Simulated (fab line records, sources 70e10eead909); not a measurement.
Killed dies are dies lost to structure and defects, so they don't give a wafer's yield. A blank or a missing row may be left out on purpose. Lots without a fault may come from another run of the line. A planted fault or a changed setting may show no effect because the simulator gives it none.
fab line records | flow nand_harc
record lots=6 wafers=18 last_day=30
route steps=1302 shown P_GATE@120 END@1302
lots that met no fault: from a run of the same line without faults
start_h: hours from the record's first day to the start of the lot's first wafer shown | wait_h: hours since the lot's step before | " the same as in the row above | L1.1+2: a row that stands for several wafers | - no value, or no start given | * or withheld: withheld | < > ~ a bound
route shown NAME@n: a module of which the file shows steps, and the number in the route of the first | usual: mean/standard deviation of fault-free wafers | same: alike in all rows | chamber/n: place in a boat | sites: the reading at each site | _std_site: their standard deviation | _edge_site: outer sites' mean less inner sites' | radius_mm: how far each site lies from the wafer's centre | mask NAME#n: copy n | behind: the tool/chamber that last shaped the wafer | hold: why the lot was held/for how many hours/how that ended | device: the transistor (n, p or np) that didn't switch | end of line: the same wafers' tests at the end of the route | a step without rows: its recipe alone | killed: dies lost to structure and defects at the first sort, not the wafer's yield | map: a wafer's dies, x killed, . not, _ none there
set.NAME: the setting as run; set.NAME@STEP: as run at that earlier step | model.NAME: the simulator's own value behind a step, which no gauge read
lots at some steps of the route; a table a step, a row a wafer
services: from which hour (start_h, from the record's first day; less than 0 if before it) a tool's chamber was out of use, for how many hours, and why
## steps
# step NHARC_P_GATE_PEB_09
# recipe peb_temp_c=118 peb_time_s=85
# step NHARC_P_GATE_DEVELOP_10
# recipe time_s=70
# step NHARC_P_GATE_CD_MEAS_11
# recipe target_cd_nm=1640 landing_energy_ev=500
# usual cd_nm=1638.8/1.7
# same landing_energy_ev=500
# columns lot.wafer tool chamber start_h wait_h cd_nm
L314.1 cd_sem-03 0 88.06 - 1639.0
L314.2 " 0 " " 1639.5
L314.5 " 0 " " 1639.6
L315.1 cd_sem-01 0 97.73 - 1641.6
L315.3 " 0 " " 1640.9
L315.6 " 0 " " 1639.7
L316.4 cd_sem-02 0 110.62 - 1637.8
L316.5 " 0 " " 1642.2
L316.6 " 0 " " 1640.1
L317.4 cd_sem-03 0 119.38 - 1639.7
L317.5 " 0 " " 1639.9
L317.6 " 0 " " 1640.1
L322.1 cd_sem-02 0 174.40 - 1640.7
L322.3 " 0 " " 1640.8
L322.4 " 0 " " 1639.0
L329.1 cd_sem-02 0 241.87 - 1638.6
L329.4 " 0 " " 1638.4
L329.5 " 0 " " 1640.2
# step NHARC_P_GATE_HARDBAKE_12
# recipe temp_c=125 time_s=80
# step NHARC_P_GATE_DESCUM_13
# recipe time_s=3 o2_flow_sccm=200 ar_flow_sccm=0 bias_power_w=0 chemistry=O2
# usual chamber_pressure_mTorr=60.00/0.059 drypump_motor_current_A=5.8/0.34 oes_product_au=1.000/0.0094 rf_vpp_V=57.7/0.96 showerhead_plenum_p_Torr=1.90/0.092 throttle_valve_pct=11.311/0.0089
# columns lot.wafer tool chamber start_h wait_h chamber_pressure_mTorr drypump_motor_current_A oes_product_au rf_hours_counter_h rf_vpp_V showerhead_plenum_p_Torr throttle_valve_pct
L314.2 rie_diel-03 3 88.23 - 59.91 5.8 0.993 6.2 56.1 1.79 11.308
L314.1 " 1 " " 59.94 6.1 0.998 6.1 58.1 1.99 11.310
L314.5 " 3 " " 60.01 5.9 0.993 - 56.7 1.79 11.312
L315.1 rie_diel-10 0 97.89 - 59.97 6.4 1.010 2.0 58.6 1.99 11.314
L315.3 " 1 " " 59.96 6.0 1.016 1.8 58.0 1.86 11.308
L315.6 " 1 " " 60.05 6.0 1.019 - 57.6 1.86 11.317
L316.5 rie_diel-10 1 110.82 - 60.00 6.0 1.008 - 56.4 1.86 11.309
L316.4 " 2 " " 59.98 5.7 0.996 - 57.4 1.79 11.308
L316.6 " 0 " " 60.00 6.4 1.006 - 57.7 1.99 11.306
L317.4 rie_diel-10 0 119.58 - 60.06 6.4 1.011 - 58.0 1.99 11.299
L317.5 " 1 " " 59.96 6.0 1.013 - 58.4 1.86 11.301
L317.6 " 2 " " 59.98 5.7 1.000 - 58.2 1.79 11.314
L322.3 rie_diel-03 0 174.56 - 60.00 5.3 0.993 3.5 57.9 1.78 11.322
L322.1 " 1 " " 60.02 6.1 0.988 3.9 57.1 1.99 11.325
L322.4 " 3 " " 60.05 5.8 0.996 3.0 56.5 1.79 11.320
L329.1 rie_diel-06 3 242.05 - 60.05 5.3 0.994 6.6 58.9 1.98 11.312
L329.4 " 1 " " 60.08 5.5 0.985 7.8 58.2 2.01 11.310
L329.5 " 3 " " 60.12 5.3 0.989 - 59.5 1.98 11.297
# step NHARC_P_GATE_ETCH_14
# recipe target_depth_a=488 chemistry=dHF material=SiO2
# step NHARC_P_GATE_STRIP_15
# recipe time_s=780 temp_c=130 chemistry=SPM
# step NHARC_P_GATE_PRECLEAN_71
# recipe time_s=* temp_c=50 bath_age_min=0 chemistry=SC1
# step NHARC_P_GATE_SRD_72
# step NHARC_P_GATE_OXIDE_16
# recipe target_thk_a=30 temp_c=875 ox_time_s=392 material=SiO2
# step NHARC_P_GATE_CVD_17
# recipe target_thk_a=1500 temp_c=620 time_s=900 material=poly-Si
# step NHARC_P_GATE_HM_DEP_102
# recipe target_thk_a=1200 temp_c=400 material=aC
# usual throttle_valve_pct=34.998/0.0084
# columns lot.wafer tool chamber start_h wait_h throttle_valve_pct
L314.1 acl_dep-03 0 103.47 3.3 34.994
L314.2 " 0 " " 34.993
L314.5 " 0 " " 35.001
L315.1 acl_dep-02 0 112.79 2.6 35.013
L315.3 " 0 " " 35.004
L315.6 " 0 " " 35.008
L316.4 acl_dep-01 0 126.93 3.7 34.977
L316.5 " 0 " " 34.985
L316.6 " 0 " " 35.000
L317.4 acl_dep-03 0 134.24 0.8 34.998
L317.5 " 0 " " 34.997
L317.6 " 0 " " 34.981
L322.1 acl_dep-03 0 190.27 3.3 35.000
L322.3 " 0 " " 34.991
L322.4 " 0 " " 34.991
L329.1 acl_dep-02 0 256.59 2.3 34.996
L329.4 " 0 " " 34.996
L329.5 " 0 " " 35.000
# step NHARC_P_GATE_DEP_103
# recipe target_thk_a=300 target_thk_nm=30 temp_c=400 flow_sccm=200 rf_w=350 material=SiON
# usual heater_power_w=712/110 rf_fwd_power_W=348.4/1.2
# columns lot.wafer tool chamber start_h wait_h heater_power_w rf_fwd_power_W since_wet_clean_h
L314.2 pecvd-01 2 104.17 0.5 805 349.0 142
L314.1 " 0 " " 688 348.3 142
L314.5 " 0 " " 695 348.4 -
L315.1 pecvd-03 0 113.46 0.6 581 350.1 96
L315.3 " 2 " " 551 350.1 97
L315.6 " 1 " " 618 347.4 -
L316.6 pecvd-03 1 127.35 0.1 596 345.8 -
L316.5 " 2 " " 576 349.5 -
L316.4 " 0 " " 557 349.2 -
L317.6 pecvd-04 1 134.66 0.1 779 348.7 -
L317.4 " 2 " " 803 347.8 -
L317.5 " 0 " " 811 350.0 -
L322.1 pecvd-01 0 190.94 0.6 825 347.3 48
L322.3 " 1 " " 603 349.1 48
L322.4 " 1 " " 606 347.2 -
L322.1 pecvd-01 0 191.37 0.4 818 349.2 -
L322.3 " 1 " " 586 347.7 -
L322.4 " 1 " " 601 348.4 -
L329.1 pecvd-01 0 257.25 0.6 772 347.8 114
L329.5 " 0 " " 759 348.3 -
L329.4 " 1 " " 660 349.6 -
L329.1 pecvd-01 0 257.61 0.3 758 349.1 -
L329.5 " 0 " " 753 349.0 -
L329.4 " 1 " " 663 348.6 -
# step NHARC_P_GATE_DEHYDRATE_18
# recipe temp_c=150 time_s=120
# step NHARC_END_SORT_01
# recipe temp_c=25
# usual killed_at_array=62/22 killed_at_other=1.0/1.4 killed_at_periphery=4.2/2.8 killed_dies=67/23 killed_open=3.1/1.7 killed_short=2.1/1.5
# same gross_dies=677
# columns lot.wafer tool chamber start_h wait_h killed_at_array killed_at_other killed_at_periphery killed_dies killed_open killed_short
L317.4 prober-02 0 598.03 3.4 41 4 3 48 4 1
L317.5 prober-02 0 598.83 3.7 30 2 6 38 3 1
L317.6 prober-02 0 599.64 4.0 32 2 2 36 3 3
# killed by level:class
L317.4 A_STAIRCASE:chamber_film_flake=13 A_CHANNEL_HOLE_D2:chamber_film_flake=12 A_CHANNEL_HOLE_D1:chamber_film_flake=5 THIN_TSV:chamber_film_flake=4 A_CONTACT:chamber_film_flake=3 A_ONON_D1:geometric_particle:open=1 A_DECK1_JOINT:geometric_particle:open=1 A_ONON_D2:geometric_particle:open=1
L317.5 A_CHANNEL_HOLE_D2:chamber_film_flake=12 A_STAIRCASE:chamber_film_flake=7 A_CONTACT:chamber_film_flake=5 A_CHANNEL_HOLE_D1:chamber_film_flake=4 P_GATE:chamber_film_flake=3 THIN_TSV:chamber_film_flake=2 P_GATE:geometric_particle:open=1 P_M0:geometric_particle:open=1
L317.6 A_CHANNEL_HOLE_D2:chamber_film_flake=10 A_STAIRCASE:chamber_film_flake=8 A_CHANNEL_HOLE_D1:chamber_film_flake=4 P_GATE:chamber_film_flake=2 THIN_TSV:chamber_film_flake=2 A_CHANNEL_FILL_D1:geometric_particle:short=1 A_DECK1_JOINT:geometric_particle:open=1 A_DECK1_JOINT:geometric_particle:short=1
## services
# columns tool chamber start_h hours kind
rie_diel-10 - 65.52 9.0 pm
rie_diel-03 - 70.88 0.2 repair
pecvd-03 - 72.18 0.7 repair
rie_diel-03 - 85.81 0.7 repair
rie_diel-03 3 94.51 25.0 repair
rie_diel-03 - 104.30 9.0 pm
rie_diel-10 3 108.30 13.7 repair
pecvd-01 0 108.54 3.6 repair
pecvd-01 - 112.10 3.7 repair
pecvd-03 - 114.82 0.9 repair
acl_dep-03 - 120.93 13.0 pm
rie_diel-10 0 123.74 16.0 repair
pecvd-03 - 128.27 1.4 repair
pecvd-01 - 130.34 13.0 pm
rie_diel-10 3 143.60 7.4 repair
pecvd-03 - 165.38 1.0 repair
rie_diel-10 1 167.77 4.6 repair
pecvd-01 - 169.81 0.5 repair
pecvd-03 - 185.43 13.0 pm
pecvd-01 - 213.21 1.0 repair
rie_diel-03 0 213.28 5.7 repair
rie_diel-03 1 214.60 5.0 repair
rie_diel-10 1 229.23 3.6 repair
rie_diel-10 - 242.52 9.0 pm
## key
first_sign step=NHARC_P_GATE_DEP_103 reading=visit direction=added
effect none on later readings
met_at NHARC_P_GATE_DEP_103
struck_wafers L322.1,L322.3,L322.4,L329.1,L329.4,L329.5
rows_end L322.1,L322.3,L322.4
tester_left_out L329
fault kind=repeated_step_whole tool=pecvd-01,pecvd-03,pecvd-04 chamber=- onset_h=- steps=NHARC_P_GATE_DEP_103 times=1 scope=struck_lots_only
# tester_left_out: of these lots the tester's yield and bins aren't shown, on N5 and GAA mostly nor the transistor test; their killed dies are dies lost to structure and defects alone, not to doping, threshold or leakage, so they don't give the yield
# rows_end: these wafers met a further fault down the route, and their rows from its step on are left out
